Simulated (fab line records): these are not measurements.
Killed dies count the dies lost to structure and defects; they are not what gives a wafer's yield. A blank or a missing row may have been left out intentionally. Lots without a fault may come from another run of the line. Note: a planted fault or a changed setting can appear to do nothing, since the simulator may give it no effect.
Chamber matching || flow n5_finfet || N5_BEOL_M8_ETCH_62 on rie_diel-01 has 4 sister chambers
The step etches SOC in N2/H2, target depth 110 nm, overetch 22 nm, time 165 s. 4 wafers are shown with their chamber, then 12 later ones without.

## WAFERS PAIRED WITH THEIR CHAMBERS
{"wafer": "L085.3", "chamber": 1, "showerhead_plenum_p_Torr (Torr)": 2.65}
{"wafer": "L085.4", "chamber": 2, "showerhead_plenum_p_Torr (Torr)": 2.52}
{"wafer": "L090.3", "chamber": 0, "showerhead_plenum_p_Torr (Torr)": 2.44}
{"wafer": "L090.6", "chamber": 3, "showerhead_plenum_p_Torr (Torr)": 2.48}

## WAFERS MISSING THEIR CHAMBER
{"wafer": "L087.1", "showerhead_plenum_p_Torr (Torr)": 2.65}
{"wafer": "L087.2", "showerhead_plenum_p_Torr (Torr)": 2.44}
{"wafer": "L087.6", "showerhead_plenum_p_Torr (Torr)": 2.44}
{"wafer": "L091.3", "showerhead_plenum_p_Torr (Torr)": 2.52}
{"wafer": "L091.4", "showerhead_plenum_p_Torr (Torr)": 2.65}
{"wafer": "L091.5", "showerhead_plenum_p_Torr (Torr)": 2.52}
{"wafer": "L092.2", "showerhead_plenum_p_Torr (Torr)": 2.52}
{"wafer": "L092.3", "showerhead_plenum_p_Torr (Torr)": 2.48}
{"wafer": "L092.5", "showerhead_plenum_p_Torr (Torr)": 2.48}
{"wafer": "L095.1", "showerhead_plenum_p_Torr (Torr)": 2.47}
{"wafer": "L095.2", "showerhead_plenum_p_Torr (Torr)": 2.51}
{"wafer": "L095.6", "showerhead_plenum_p_Torr (Torr)": 2.51}

## EACH ONE'S CHAMBER
{"wafer": "L087.1", "from the rows above": 1, "in truth": 1}
{"wafer": "L087.2", "from the rows above": 0, "in truth": 0}
{"wafer": "L087.6", "from the rows above": 0, "in truth": 0}
{"wafer": "L091.3", "from the rows above": 2, "in truth": 2}
{"wafer": "L091.4", "from the rows above": 1, "in truth": 1}
{"wafer": "L091.5", "from the rows above": 2, "in truth": 2}
{"wafer": "L092.2", "from the rows above": 2, "in truth": 2}
{"wafer": "L092.3", "from the rows above": 3, "in truth": 3}
{"wafer": "L092.5", "from the rows above": 3, "in truth": 3}
{"wafer": "L095.1", "from the rows above": 3, "in truth": 3}
{"wafer": "L095.2", "from the rows above": 2, "in truth": 2}
{"wafer": "L095.6", "from the rows above": 2, "in truth": 2}
12 of 12 placed correctly. Not placeable from these rows: 0. Wrongly placed: 0.
How it was worked out, from the rows above alone: a wafer's distance from a chamber is the root of the sum, over the readings, of the square of ((its reading less the chamber's mean) divided by the reading's scatter). The wafer belongs to the nearest chamber; if the next one is less than 2 further off, it can't be placed. For every chamber, the mean is computed from those of its wafers that are shown. The scatter: with one shown wafer a chamber, the root of the mean of the squares of how far each hidden wafer lies from its nearest shown one.
